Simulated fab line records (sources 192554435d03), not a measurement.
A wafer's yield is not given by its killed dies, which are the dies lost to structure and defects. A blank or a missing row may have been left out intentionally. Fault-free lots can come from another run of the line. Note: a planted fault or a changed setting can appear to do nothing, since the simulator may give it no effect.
A struck lot beside a sound one | flow n5-finfet | 16 steps out of a route of 1938
Sound: these wafers, L659.2, L659.5, L659.6. Wafers struck: L672.1, L672.5, L672.6. Last of all comes the cause.
Per side, at each step with rows, come the tool, then ch with its chambers, and then its first start. Under that, the readings that differ: sound wafers | struck wafers | difference of the means | sigmas: that difference in standard deviations of wafers without a fault.
alike: words and numbers the same on both sides, and readings whose means are apart by under 2 such deviations; not compared: readings that were withheld, readings missing a value for some wafer, numbers with overlapping values and no deviation given by the record, and bounds like >300 which may hide the same value.
A row with sigmas, a row that says differs or no value, or rows on one side alone: a step with any of these is where the two part. Numbers that have no deviation but don't overlap get no sigmas and don't part them. Lack of a reading on every wafer of one side parts them only where that side has two or more wafers.

N5_WELL_APT_DESCUM_30: chemistry O2, time 7.9 s.
  sound on rie-diel-04 ch 1,2,3, day 2 21:04; struck on rie-diel-02 ch 0,1,2, day 6 03:39
  alike: drypump-motor-current-A, oes-product-au, rf-vpp-V, showerhead-plenum-p-Torr, throttle-valve-pct
  not compared: rf-hours-counter-h
then, 3 steps without rows for these wafers: N5_WELL_APT_IMPLANT_31; N5_WELL_APT_IMPLANT_32; N5_WELL_APT_STRIP_33 (strips in SPM, time 900 s).
N5_WELL_APT_RTA_34: time 10 s.
  sound on rtp-anneal-02 ch 0, day 2 21:52; struck on rtp-anneal-02 ch 0, day 6 04:27
  alike: lamp-power-pct, lamp_zone_5_pct, lamp_zone_7_pct, wafer_temp_C_max
then, 4 steps without rows for these wafers: N5_WELL_APT_OXIDE_STRIP_42 (strips SiO2 in dHF, time 45 s, target depth 12 nm); N5_WELL_APT_PRECLEAN_36 (cleans in O3/DIW, time 45 s); N5_WELL_APT_PRECLEAN_39 (cleans in dHF, time 60 s); N5_WELL_APT_SRD_37 (time 30 s).
N5_WELL_APT_EPI_41: deposits Si from SiH4/H2, target thk 50 nm, time 297.7 s.
  sound on epi-rpcvd-01 ch 0, day 2 22:13; struck on epi-rpcvd-01 ch 0, day 6 04:42
  alike: throttle-valve-pct
N5_WELL_APT_INSPECT_38: inspects for defects (darkfield).
  sound: defect-inspect-01 at day 2 22:55; struck: defect-inspect-01 at day 6 05:32
  alike: raw-defect-count
N5_PMOS_HMC_CHANNEL_EPI_HM_DEP_34: deposits SiO2 from TEOS/O2, target thk 36 nm, time 6.9 s.
  sound on pecvd-02 ch 0,1, day 2 22:58; struck on pecvd-03 ch 0,2, day 6 05:34
  reading            | sound       | struck      | difference | sigmas
  heater-power-w (W) | 681 707 569 | 475 525 460 | -166       | -2
  alike: heater-power-outer-w, showerhead-plenum-p-Torr, throttle-valve-pct
N5_PMOS_HMC_CHANNEL_EPI_COAT_31: time 60 s, resist thk 66 nm.
  sound on litho-track-02 ch 0, day 2 23:02; struck on litho-track-05 ch 0, day 6 05:38
  reading                  | sound                | struck               | difference | sigmas
  heater-power-total-W (W) | 390.8 390.1 390.5    | 418.9 424.9 420.0    | +30.8      | +24
  plate-temp-C (C)         | 204.78 204.98 204.89 | 217.62 217.84 217.65 | +12.82     | +75
then, 1 step without rows for these wafers: N5_PMOS_HMC_CHANNEL_EPI_COAT_03 (resist thk 205 nm).
-- record jumps: 6 days separate the struck wafers' starts on either side; left off in module PMOS_HMC_CHANNEL_EPI, taken up again in module BEOL_M4, whose first shown step is the route's number 1111 --
N5_BEOL_M4_RC_MEAS_101:
  sound on prober-02 ch 0, day 9 08:59; struck on prober-01 ch 0, day 12 10:23
  alike: DIBL_N, DIBL_P, IOFF_N, IOFF_P, ION_N, ION_P, SS_N, SS_P, VT_N, VT_P
-- here the record skips 4 days between the struck wafers' starts before and after, leaving off in module BEOL_M4 and picking up in module PASSIVATION (first step shown: number 1936 of the route) --
N5_PASSIVATION_PROBE_49:
  sound: prober-02 at day 14 01:02; struck: prober-01 at day 16 10:15
  alike: defect-limited-yield, killed_at_M0_to_M3, killed_at_M4_up, killed-at-contacts, killed-at-front-end, killed-at-other, killed-dies, killed-open, killed-short, sort_bin_5_function, sort_bin_6_memory, sort-n-pass, sort-yield-pct

WHERE THEY PART
Earliest at N5_PMOS_HMC_CHANNEL_EPI_HM_DEP_34; latest, in this record, at N5_PMOS_HMC_CHANNEL_EPI_COAT_31. Later steps at which nothing parts them and some readings are alike: N5_BEOL_M4_RC_MEAS_101, N5_PASSIVATION_PROBE_49.

WHY: what had been put in by the simulator
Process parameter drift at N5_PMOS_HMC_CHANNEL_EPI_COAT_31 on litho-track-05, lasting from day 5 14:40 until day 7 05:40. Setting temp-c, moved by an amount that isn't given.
